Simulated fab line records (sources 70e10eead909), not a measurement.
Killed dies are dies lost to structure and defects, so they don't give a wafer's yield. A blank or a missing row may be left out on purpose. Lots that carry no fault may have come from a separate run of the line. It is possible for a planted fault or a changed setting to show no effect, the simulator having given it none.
Chamber matching | flow nand_harc | rie_diel-09 running NHARC_A_CHANNEL_FILL_D1_STRIP_28: 4 sister chambers
The step strips in O2, time 20 s. 4 wafers are shown with their chamber, then 11 later ones without.

## WAFERS, EACH WITH ITS CHAMBER
wafer  | chamber | showerhead_plenum_p_Torr (Torr)
L085.2 | 3       | 3.37
L089.5 | 1       | 3.32
L089.6 | 0       | 3.45
L092.1 | 2       | 3.43

## WAFERS WHOSE CHAMBER IS MISSING
wafer  | showerhead_plenum_p_Torr (Torr)
L092.2 | 3.37
L092.5 | 3.45
L093.1 | 3.45
L093.3 | 3.43
L093.4 | 3.32
L096.1 | 3.32
L096.2 | 3.45
L096.6 | 3.45
L097.1 | 3.32
L097.2 | 3.45
L097.4 | 3.36

## EACH ONE'S CHAMBER
wafer  | from the rows above | in truth
L092.2 | 3                   | 3
L092.5 | 0                   | 0
L093.1 | 0                   | 0
L093.3 | 2                   | 2
L093.4 | 1                   | 1
L096.1 | 1                   | 1
L096.2 | 0                   | 0
L096.6 | 0                   | 0
L097.1 | 1                   | 1
L097.2 | 0                   | 0
L097.4 | 3                   | 3
11 of 11 placed correctly. Not placeable from these rows: 0. 0 placed wrongly.
How it was worked out, from the rows above alone: a wafer's distance from a chamber is the root of the sum, over the readings, of the square of ((its reading less the chamber's mean) divided by the reading's scatter). The wafer belongs to the nearest chamber; if the next one is less than 2 further off, it can't be placed. For every chamber, the mean is computed from those of its wafers that are shown. The scatter: with one shown wafer a chamber, the root of the mean of the squares of how far each hidden wafer lies from its nearest shown one.
